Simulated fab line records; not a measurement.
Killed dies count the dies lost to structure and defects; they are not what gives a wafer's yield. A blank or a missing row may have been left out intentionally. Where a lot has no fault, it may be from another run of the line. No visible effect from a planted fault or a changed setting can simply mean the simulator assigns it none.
Matching of chambers ; flow n5_finfet ; 4 sister chambers for N5_BEOL_M2_ETCH_64 on rie_diel-01
The step etches SOC in N2/H2, target depth 75 nm, overetch 22.5 nm, time 121.9 s. 18 wafers are shown with their chamber, then 9 later ones without.

WAFERS PAIRED WITH THEIR CHAMBERS
wafer;chamber;drypump_motor_current_A (A);showerhead_plenum_p_Torr (Torr);throttle_valve_pct (%)
L074.1;0;5.2;2.46;17.60
L074.2;2;6.1;2.65;18.03
L074.3;3;5.3;2.62;18.15
L075.1;3;5.3;2.61;18.14
L075.3;0;5.2;2.46;17.61
L075.5;3;5.3;2.61;18.15
L077.1;0;5.2;2.46;17.61
L077.3;2;6.1;2.65;18.05
L077.5;1;5.9;2.50;17.67
L078.1;3;5.2;2.61;18.15
L078.5;0;5.2;2.46;17.63
L078.6;3;5.2;2.61;18.14
L080.2;1;5.9;2.49;17.65
L080.3;0;5.2;2.46;17.64
L080.6;3;5.2;2.61;18.17
L082.2;3;5.2;2.61;18.18
L082.3;2;6.1;2.64;18.05
L082.5;0;5.2;2.45;17.65

SIGNATURES (means of the wafers above)
reading;chamber 0;chamber 1;chamber 2;chamber 3;scatter within a chamber
drypump_motor_current_A;5.200;5.900;6.100;5.243;0.035
showerhead_plenum_p_Torr;2.4583;2.4950;2.6467;2.6114;0.00452
throttle_valve_pct;17.6233;17.6600;18.0433;18.1543;0.0164
Rule: for each reading, subtract the chamber's mean from the wafer's reading, divide by that reading's scatter and square the result; add these up over the readings and take the root, which gives the wafer's distance from the chamber. If the next closest chamber is less than 2 further off than the closest, the wafer can't be placed; otherwise it belongs to the closest. The scatter is the square root of a quotient: the sum, over the shown wafers, of each reading's squared deviation from its chamber's mean, divided by wafers minus chambers.

WAFERS WITHOUT THEIR CHAMBER
wafer;drypump_motor_current_A (A);showerhead_plenum_p_Torr (Torr);throttle_valve_pct (%)
L083.2;5.1;2.45;17.64
L083.3;5.9;2.49;17.68
L083.6;6.1;2.64;18.07
L088.2;5.3;2.60;18.20
L088.3;5.2;2.45;17.66
L088.5;5.9;2.49;17.68
L093.3;5.3;2.60;18.20
L093.5;5.9;2.48;17.71
L093.6;6.1;2.63;18.11

EACH ONE'S CHAMBER
wafer;from the rows above;in truth
L083.2;0;0
L083.3;1;1
L083.6;2;2
L088.2;3;3
L088.3;0;0
L088.5;1;1
L093.3;3;3
L093.5;1;1
L093.6;2;2
Correctly placed: 9 of 9. From these rows, 0 cannot be placed. Wrongly placed: 0.
